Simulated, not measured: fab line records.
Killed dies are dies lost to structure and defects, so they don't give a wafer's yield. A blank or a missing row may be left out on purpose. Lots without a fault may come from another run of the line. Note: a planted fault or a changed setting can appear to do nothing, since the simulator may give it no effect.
Comparing a struck lot with a sound one    flow nand_harc    45 out of 1159 route steps
Sound: the wafers L695.1, L695.5, L695.6. Wafers L709.1, L709.5, L709.6 were the ones struck. Last of all comes the cause.
Per side, at each step with rows, come the tool, then ch with its chambers, and then its first start. Under that, the readings that differ: sound wafers    struck wafers    difference of the means    sigmas: that difference in standard deviations of wafers without a fault.
alike: words and numbers the same on both sides, and readings whose means are apart by under 2 such deviations; not compared: readings that were withheld, readings missing a value for some wafer, numbers with overlapping values and no deviation given by the record, and bounds like >300 which may hide the same value.
The two part at a step that has a row with sigmas, a row that says differs or no value, or rows on one side only. Non-overlapping numbers with no deviation appear without sigmas and do not part them. A reading that every wafer of one side lacks parts them only if that side has two wafers or more.

first, 5 steps without rows for these wafers: NHARC_P_GATE_SOFTBAKE_21 (time 55 s); NHARC_P_GATE_EBR_22; NHARC_P_GATE_EXPOSE_23 (exposes mask P GATE, target cd 120 nm); NHARC_P_GATE_PEB_24 (peb time 65 s); NHARC_P_GATE_DEVELOP_25 (develop time 35 s).
NHARC_P_GATE_CD_MEAS_26: the cd target is 120 nm.
  sound on cd_sem-01 ch 0, day 5 08:29; struck on cd_sem-02 ch 0, day 8 21:54
  alike: cd_nm
NHARC_P_GATE_OVL_MEAS_27:
  sound on overlay-02, day 5 08:35; struck on overlay-02, day 8 21:59
  alike: overlay_x_nm, overlay_y_nm
NHARC_P_GATE_INSPECT_28:
  sound on defect_inspect-01, day 5 08:37; struck on defect_inspect-02, day 8 22:01
  alike: raw_defect_count
then, 2 steps without rows for these wafers: NHARC_P_GATE_DESCUM_31 (chemistry O2, time 3 s); NHARC_P_GATE_ETCH_104 (etches the open film in CF4/CHF3, target depth 60 nm).
NHARC_P_GATE_HM_OPEN_105: chemistry O2/COS, target depth 360 nm.
  sound: rie_diel-01 ch 1,2,3; struck: rie_diel-03 ch 0,1
  alike: drypump_motor_current_A, oes_product_au, rf_vpp_V, showerhead_plenum_p_Torr, throttle_valve_pct
  not compared: rf_hours_counter_h
then, 1 step without rows for these wafers: NHARC_P_GATE_STRIP_106 (strips in O2/COS).
NHARC_P_GATE_ETCH_114: etches the open film in CF4/O2, target depth 30 nm, overetch 3 nm, time 16.5 s.
  sound on rie_diel-01 ch 0,1, day 5 09:00; struck on rie_diel-03 ch 2,3, day 8 22:00
  alike: drypump_motor_current_A, oes_product_au, rf_vpp_V, showerhead_plenum_p_Torr, throttle_valve_pct
  not compared: rf_hours_counter_h
then, 1 step without rows for these wafers: NHARC_P_GATE_ETCH_32 (etches the open film in HBr/Cl2, target depth 150 nm, time 100.1 s).
NHARC_P_GATE_STRIP_108: strips in O2.
  sound on rie_diel-03 ch 1,2, day 5 09:55; struck on rie_diel-03 ch 0,1,3, day 8 22:47
  alike: drypump_motor_current_A, oes_product_au, rf_vpp_V, showerhead_plenum_p_Torr, throttle_valve_pct
  not compared: rf_hours_counter_h
NHARC_P_GATE_CD_MEAS_33:
  sound on cd_sem-01, day 5 10:05; struck on cd_sem-02, day 8 22:56
reading     sound        struck       difference  sigmas
cd_nm (nm)  126 125 123  118 117 117  -7          -2
then, 5 steps without rows for these wafers: NHARC_P_GATE_STRIP_35 (strips in SPM, time 600 s); NHARC_P_GATE_PRECLEAN_73 (cleans in SC1); NHARC_P_GATE_SRD_74; NHARC_P_GATE_ALD_36 (deposits SiNx, target thk 20 nm, pulse time 60 s, ald cycles 223); NHARC_P_GATE_ETCHBACK_37 (etches the open film in CHF3/O2, target depth 34.5 nm, time 17.2 s).
NHARC_P_GATE_STRIP_101: strips in O2, time 20 s.
  sound on rie_diel-13 ch 0,2,3, day 5 20:24; struck on rie_diel-13 ch 1,2, day 9 09:07
  alike: drypump_motor_current_A, oes_product_au, rf_vpp_V, showerhead_plenum_p_Torr, throttle_valve_pct
  not compared: rf_hours_counter_h
then, 12 steps without rows for these wafers: NHARC_P_GATE_PRECLEAN_97 (cleans in SPM, time 600 s); NHARC_P_GATE_SRD_98; NHARC_P_GATE_PRECLEAN_99 (cleans in SC1); NHARC_P_GATE_SRD_100; NHARC_P_GATE_DEHYDRATE_38 (time 120 s); NHARC_P_GATE_HMDS_39 (time 30 s); NHARC_P_GATE_COAT_40; NHARC_P_GATE_SOFTBAKE_41 (time 95 s); NHARC_P_GATE_EBR_42; NHARC_P_GATE_EXPOSE_43 (exposes mask P NSD, target cd 720 nm); NHARC_P_GATE_PEB_44 (peb time 85 s); NHARC_P_GATE_DEVELOP_45 (time 70 s).
NHARC_P_GATE_CD_MEAS_46: the cd target is 720 nm.
  sound on cd_sem-01 ch 0, day 5 21:13; struck on cd_sem-01 ch 0, day 9 10:02
  alike: cd_nm
then, 1 step without rows for these wafers: NHARC_P_GATE_HARDBAKE_47 (time 80 s).
NHARC_P_GATE_DESCUM_48: chemistry O2, time 3 s.
  sound on rie_diel-13 ch 0,2,3, day 5 21:22; struck on rie_diel-13 ch 2,3, day 9 10:13
  alike: drypump_motor_current_A, oes_product_au, rf_vpp_V, showerhead_plenum_p_Torr, throttle_valve_pct
  not compared: rf_hours_counter_h
then, 1 step without rows for these wafers: NHARC_P_GATE_IMPLANT_49.
NHARC_P_GATE_STRIP_111: strips in N2/H2, time 250 s.
  sound on plasma_asher-02 ch 0,1, day 5 21:46; struck on plasma_asher-01 ch 0,1, day 9 10:56
  alike: drypump_motor_current_A, heater_power_w
  not compared: rf_hours_counter_h
then, 3 steps without rows for these wafers: NHARC_P_GATE_STRIP_75 (strips in O2); NHARC_P_GATE_STRIP_50 (strips in SPM, time 900 s); NHARC_P_GATE_DEHYDRATE_51 (time 120 s).
NHARC_P_GATE_INSPECT_68:
  sound on defect_inspect-01, day 6 03:45; struck on defect_inspect-01, day 9 17:12
reading           sound        struck       difference  sigmas
raw_defect_count  210 199 280  860 700 730  +534        +5
  not compared: hold
NHARC_P_CONTACT_DEP_30: deposits SiNx, target thk 30 nm.
  sound on pecvd-02 ch 0,1,2, day 6 03:49; struck on pecvd-03 ch 0,2, day 9 23:14
reading  sound  struck                                                                      difference                    sigmas
hold     - - -  await_dispo/5.9h/release await_dispo/5.9h/release await_dispo/5.9h/release  no value on the sound wafers  
  alike: heater_power_w
NHARC_END_SORT_01:
  the record has rows for the sound wafers here (prober-01 ch 0, day 19 17:32) and none for the struck ones

== WHERE THEY PART ==
Last at NHARC_END_SORT_01 as far as this record goes, first at NHARC_P_GATE_CD_MEAS_33.

WHY: what the simulator had put in
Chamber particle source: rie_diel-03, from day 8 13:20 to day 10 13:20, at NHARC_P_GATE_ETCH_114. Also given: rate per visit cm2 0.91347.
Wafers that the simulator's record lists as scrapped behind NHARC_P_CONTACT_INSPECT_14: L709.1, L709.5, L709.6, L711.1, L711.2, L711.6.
